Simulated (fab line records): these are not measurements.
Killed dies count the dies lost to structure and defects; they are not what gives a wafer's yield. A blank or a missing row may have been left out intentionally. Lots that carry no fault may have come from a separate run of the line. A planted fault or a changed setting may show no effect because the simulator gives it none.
What tool caused it? | flow nand_harc | 33 wafers from 11 lots sampled at 6 of the route's 1302 steps

## WHAT EACH GAUGE READ, for each wafer
NHARC_P_GATE_CD_MEAS_26 targets a cd of 120 nm. Usual: cd_nm 120.2 nm, standard deviation 0.53.
lot  | measured     | on        | cd_nm (nm)        | flag
L352 | day 5 04:54  | cd_sem-03 | 120.3 120.3 120.7 |
L353 | day 5 20:10  | cd_sem-03 | 119.8 119.7 118.9 |
L354 | day 6 07:13  | cd_sem-01 | 120.3 120.9 121.1 |
L357 | day 7 12:58  | cd_sem-01 | 120.0 120.8 120.6 |
L359 | day 8 06:24  | cd_sem-02 | 120.6 119.9 120.0 |
L363 | day 10 04:43 | cd_sem-02 | 119.9 119.9 120.3 |
L367 | day 11 12:18 | cd_sem-01 | 119.9 120.6 121.5 |
L366 | day 11 12:57 | cd_sem-03 | 120.7 119.8 120.7 |
L369 | day 12 07:13 | cd_sem-03 | 120.7 120.4 121.3 |
L372 | day 13 20:05 | cd_sem-01 | 120.2 119.8 120.0 |
L374 | day 14 12:45 | cd_sem-01 | 119.9 119.9 119.3 |

NHARC_P_GATE_CD_MEAS_46 targets a cd of 720 nm. Usual: cd_nm 719.8 nm, standard deviation 1.9.
lot  | measured     | on        | cd_nm (nm)        | flag
L352 | day 5 18:51  | cd_sem-03 | 723.1 724.2 723.5 |
L353 | day 6 10:17  | cd_sem-02 | 721.2 719.8 720.6 |
L354 | day 6 19:11  | cd_sem-02 | 718.0 717.2 718.6 |
L357 | day 8 03:07  | cd_sem-03 | 718.9 717.8 719.5 |
L359 | day 8 18:20  | cd_sem-01 | 721.6 719.8 721.7 |
L363 | day 10 16:40 | cd_sem-02 | 723.6 722.3 722.5 |
L367 | day 12 00:13 | cd_sem-03 | 703.0 702.3 702.8 | OFF
L366 | day 12 01:02 | cd_sem-03 | 719.1 720.4 719.1 |
L369 | day 12 19:07 | cd_sem-02 | 701.3 702.1 699.9 | OFF
L372 | day 14 08:08 | cd_sem-01 | 721.6 721.3 721.7 |
L374 | day 15 00:46 | cd_sem-02 | 722.9 723.3 723.1 |

NHARC_END_SORT_01. Usual: killed_at_array 55, standard deviation 22; killed_at_other 1.1, standard deviation 1.4; killed_at_periphery 4, standard deviation 3.2; killed_dies 59, standard deviation 22; killed_open 3.3, standard deviation 1.8; killed_short 2.5, standard deviation 1.5.
lot  | measured     | on        | killed_at_array | killed_at_other | killed_at_periphery | killed_dies | killed_open | killed_short | flag
L367 | day 30 09:01 | prober-02 | 24 27 22        | 0 1 0           | 6 7 11              | 30 35 33    | 4 2 3       | 3 5 0        |
L369 | day 31 01:24 | prober-02 | 27 24 47        | 0 0 1           | 4 6 10              | 31 30 58    | 4 1 5       | 7 2 2        |

## TOOL THAT RAN EACH LOT (tool first, then ch and the chambers of the sampled wafers, then the start)
lot  | NHARC_P_GATE_ETCH_104              | NHARC_P_GATE_ETCH_114                         | NHARC_P_GATE_EXPOSE_43
L352 | rie_diel-02 ch 1,2,3, day 5 05:10  | rie_diel-02 ch 0,2,3, day 5 18:42 or earlier  | krf_scanner-04 ch 0, day 5 18:42
L353 | rie_diel-11 ch 1,2, day 5 20:26    | rie_diel-11 ch 2,3, day 6 10:07 or earlier    | krf_scanner-04 ch 0, day 6 10:07
L354 | rie_diel-02 ch 0,3, day 6 07:30    | rie_diel-02 ch 0,2,3, day 6 19:02 or earlier  | krf_scanner-03 ch 0, day 6 19:02
L357 | rie_diel-02 ch 1,2,3, day 7 13:14  | rie_diel-02 ch 0,1,2, day 8 02:58 or earlier  | krf_scanner-03 ch 0, day 8 02:58
L359 | rie_diel-04 ch 0,1,3, day 8 06:41  | rie_diel-04 ch 0,2,3, day 8 18:10 or earlier  | krf_scanner-04 ch 0, day 8 18:10
L363 | rie_diel-04 ch 0,2,3, day 10 04:59 | rie_diel-04 ch 0,1,2, day 10 16:31 or earlier | krf_scanner-01 ch 0, day 10 16:31
L367 | rie_diel-02 ch 0,2, day 11 12:34   | rie_diel-02 ch 0,2,3, day 12 00:04 or earlier | krf_scanner-04 ch 0, day 12 00:04
L366 | rie_diel-11 ch 0,2, day 11 13:14   | rie_diel-11 ch 0,2, day 12 00:52 or earlier   | krf_scanner-01 ch 0, day 12 00:52
L369 | rie_diel-11 ch 0,1,3, day 12 07:29 | rie_diel-11 ch 0,2,3, day 12 18:58 or earlier | krf_scanner-04 ch 0, day 12 18:58
L372 | rie_diel-11 ch 0,1,3, day 13 20:22 | rie_diel-11 ch 0,2,3, day 14 07:58 or earlier | krf_scanner-01 ch 0, day 14 07:58
L374 | rie_diel-02 ch 0,1, day 14 13:01   | rie_diel-02 ch 0,1,3, day 15 00:36 or earlier | krf_scanner-01 ch 0, day 15 00:36
- NHARC_P_GATE_ETCH_104: etches the open film in CF4/CHF3, target depth 60 nm.
- NHARC_P_GATE_ETCH_114: etches the open film in CF4/O2, target depth 30 nm, overetch 3 nm, time 16.5 s.
- NHARC_P_GATE_EXPOSE_43: exposes mask P NSD, target cd 720 nm.

## AS READ BY THE TOOLS THEMSELVES (means over the sampled wafers that have a number; for cases with no such wafer, the mark the record gives instead)
NHARC_P_GATE_ETCH_104. Usual: drypump_motor_current_A 5.9 A, standard deviation 0.41; oes_product_au 0.954 a.u., standard deviation 0.022; rf_fwd_power_W 492.8 W, standard deviation 2.7; rf_vpp_V 371.7 V, standard deviation 1.7; showerhead_plenum_p_Torr 1.61 Torr, standard deviation 0.048; throttle_valve_pct 16.801 %, standard deviation 0.0091.
lot  | tool        | drypump_motor_current_A (A) | oes_product_au (a.u.) | rf_fwd_power_W (W) | rf_vpp_V (V) | showerhead_plenum_p_Torr (Torr) | throttle_valve_pct (%) | flag
L352 | rie_diel-02 | 6.1                         | 0.958                 | 493.2              | 371.8        | 1.61                            | 16.797                 |
L353 | rie_diel-11 | 5.4                         | 0.914                 | 494.3              | 372.4        | 1.61                            | 16.801                 |
L354 | rie_diel-02 | 6.1                         | 0.971                 | 492.6              | 371.6        | 1.62                            | 16.797                 |
L357 | rie_diel-02 | 6.1                         | 0.937                 | 493.0              | 371.6        | 1.61                            | 16.799                 |
L359 | rie_diel-04 | 5.7                         | 0.974                 | 490.9              | 372.8        | 1.63                            | 16.801                 |
L363 | rie_diel-04 | 6.2                         | 0.907                 | 490.6              | 372.2        | 1.64                            | 16.798                 |
L367 | rie_diel-02 | 6.1                         | 0.942                 | 495.4              | 373.2        | 1.64                            | 16.792                 |
L366 | rie_diel-11 | 5.7                         | 0.931                 | 492.9              | 371.3        | 1.59                            | 16.800                 |
L369 | rie_diel-11 | 5.8                         | 0.969                 | 493.7              | 370.0        | 1.56                            | 16.799                 |
L372 | rie_diel-11 | 5.7                         | 0.970                 | 494.4              | 370.3        | 1.56                            | 16.799                 |
L374 | rie_diel-02 | 6.0                         | 0.934                 | 494.5              | 372.0        | 1.63                            | 16.797                 |

NHARC_P_GATE_ETCH_114. Usual: drypump_motor_current_A 5.9 A, standard deviation 0.42; oes_product_au 1.001 a.u., standard deviation 0.01; rf_fwd_power_W 294.1 W, standard deviation 1.7; rf_vpp_V 198.3 V, standard deviation 1.4; showerhead_plenum_p_Torr 1.36 Torr, standard deviation 0.043; throttle_valve_pct 13.398 %, standard deviation 0.0091.
lot  | tool        | drypump_motor_current_A (A) | oes_product_au (a.u.) | rf_fwd_power_W (W) | rf_vpp_V (V) | showerhead_plenum_p_Torr (Torr) | throttle_valve_pct (%) | flag
L352 | rie_diel-02 | 6.1                         | 1.001                 | 294.3              | 198.9        | 1.39                            | 13.399                 |
L353 | rie_diel-11 | 6.2                         | 0.996                 | 293.2              | 197.4        | 1.34                            | 13.400                 |
L354 | rie_diel-02 | 6.1                         | 1.014                 | 295.6              | 199.1        | 1.39                            | 13.398                 |
L357 | rie_diel-02 | 6.1                         | 1.016                 | 295.5              | 198.1        | 1.39                            | 13.399                 |
L359 | rie_diel-04 | 6.2                         | 0.993                 | 293.2              | 199.1        | 1.39                            | 13.396                 |
L363 | rie_diel-04 | 5.8                         | 0.998                 | 293.9              | 198.0        | 1.35                            | 13.402                 |
L367 | rie_diel-02 | 6.1                         | 1.005                 | 294.7              | 199.1        | 1.38                            | 13.395                 |
L366 | rie_diel-11 | 5.6                         | 1.014                 | 295.1              | 197.7        | 1.32                            | 13.389                 |
L369 | rie_diel-11 | 5.9                         | 0.996                 | 293.6              | 196.4        | 1.32                            | 13.399                 |
L372 | rie_diel-11 | 5.9                         | 0.989                 | 294.4              | 196.5        | 1.32                            | 13.398                 |
L374 | rie_diel-02 | 6.1                         | 1.011                 | 293.7              | 198.5        | 1.36                            | 13.396                 |

NHARC_P_GATE_EXPOSE_43. Usual: exposure_dose_mJ_cm2 14.810, standard deviation 0.013.
lot  | tool           | exposure_dose_mJ_cm2 | flag
L352 | krf_scanner-04 | 14.818               |
L353 | krf_scanner-04 | 14.811               |
L354 | krf_scanner-03 | 14.786               |
L357 | krf_scanner-03 | 14.812               |
L359 | krf_scanner-04 | 14.796               |
L363 | krf_scanner-01 | 14.804               |
L367 | krf_scanner-04 | 13.427               | OFF
L366 | krf_scanner-01 | 14.819               |
L369 | krf_scanner-04 | 13.427               | OFF
L372 | krf_scanner-01 | 14.795               |
L374 | krf_scanner-01 | 14.819               |

## THE ANSWER, worked out from the rows above alone
Rule: a lot counts as off when the mean over its wafers that have a number is more than 3 standard deviations away from the usual mean. Also off: a lot with no number at a reading for which 4 or more lots have one. All remaining lots with rows at the step are treated as sound. The gauges are gone through in route order, then the tools' own readings, and for those a lot's mean is taken as printed above. At the first step where some lot is off, the reading lying furthest off is the one used; lots without a number count as furthest.
Off at NHARC_P_GATE_CD_MEAS_46 (cd_nm): L367, L369.
A tool fits if, at a process step before that reading, it ran every lot that is off, and no sound lot after the first of them. Not tried: the gauges at NHARC_P_GATE_CD_MEAS_46; whatever is off there is also off at NHARC_P_GATE_EXPOSE_43, on other tools, and gauge error can't account for it. NHARC_P_GATE_ETCH_114 gives no start for some lots, so the hours and the order of its lots are those of NHARC_P_GATE_EXPOSE_43. One fits: NHARC_P_GATE_EXPOSE_43 on krf_scanner-04. A fault onset in the window from L359 (day 8 18:10, its last sound lot) to L367 (day 12 00:04, its first lot off) fits.
On the lots that are off, the tool's own readings at NHARC_P_GATE_EXPOSE_43 differ by more than 5 times the standard deviation of the sound lots' means, which bears it out; exposure_dose_mJ_cm2 reads 13.427 there versus 14.807 on the sound lots.

## WHAT THE SIMULATOR HAD PUT IN
Drift in process parameters on krf_scanner-04 at NHARC_P_GATE_EXPOSE_43, starting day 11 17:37. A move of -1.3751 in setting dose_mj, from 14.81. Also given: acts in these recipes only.
Lots struck among those shown: L367, L369. The rule above found the same.
